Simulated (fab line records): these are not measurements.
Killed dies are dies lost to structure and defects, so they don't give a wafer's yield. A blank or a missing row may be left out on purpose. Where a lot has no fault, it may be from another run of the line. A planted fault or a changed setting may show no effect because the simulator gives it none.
What tool caused it? || flow n5-finfet || 10 lots, 29 wafers sampled, at 1 step of a route of 1938

WHAT EACH GAUGE READ, for each wafer
N5_BEOL_M4_RC_MEAS_101.
{"lot": "L379", "measured": "day 8 17:21", "on": "prober-02", "DIBL_N (mV/V)": "37.6 40.3 36.1"}
{"lot": "L383", "measured": "day 9 17:25", "on": "prober-02", "DIBL_N (mV/V)": "38.1 35.4 39.0"}
{"lot": "L386", "measured": "day 10 21:35", "on": "prober-01", "DIBL_N (mV/V)": "36.3 36.0 35.0"}
{"lot": "L385", "measured": "day 10 22:04", "on": "prober-02", "DIBL_N (mV/V)": "34.9 35.3 34.3"}
{"lot": "L389", "measured": "day 12 10:33", "on": "prober-02", "DIBL_N (mV/V)": "35.0 35.8"}
{"lot": "L391", "measured": "day 13 01:29", "on": "prober-01", "DIBL_N (mV/V)": "37.5 38.6 37.2"}
{"lot": "L393", "measured": "day 13 06:35", "on": "prober-02", "DIBL_N (mV/V)": "33.7 38.1 34.3"}
{"lot": "L396", "measured": "day 13 19:34", "on": "prober-01", "DIBL_N (mV/V)": "33.3 33.8 35.5"}
{"lot": "L398", "measured": "day 14 06:35", "on": "prober-01", "DIBL_N (mV/V)": "38.7 36.4 35.9"}
{"lot": "L401", "measured": "day 15 11:43", "on": "prober-01", "DIBL_N (mV/V)": "36.4 34.1 34.1"}

TOOL THAT RAN EACH LOT (tool first, then ch and the chambers of the sampled wafers, then the start)
Before these readings, the record contains no process step.

THE ANSWER, worked out from the rows above alone
Rule: what is usual is taken from the lots themselves. The widest of any qualifying gaps counts: lots, ordered by their means at a reading, are off when they make up no more than a third of the lots, leave a main group of 4 or more, and stand apart from it by 3 or more times the standard deviation of that group's means. A main group whose means are all the same, to the digits that the tables above print for the reading, isn't used. Also off: a lot with no number at a reading for which 4 or more lots have one. Where the step has rows for the other lots, those lots are counted as sound.
Across all readings shown, no lot is off: no conclusion can be drawn from this.

WHAT THE SIMULATOR HAD PUT IN
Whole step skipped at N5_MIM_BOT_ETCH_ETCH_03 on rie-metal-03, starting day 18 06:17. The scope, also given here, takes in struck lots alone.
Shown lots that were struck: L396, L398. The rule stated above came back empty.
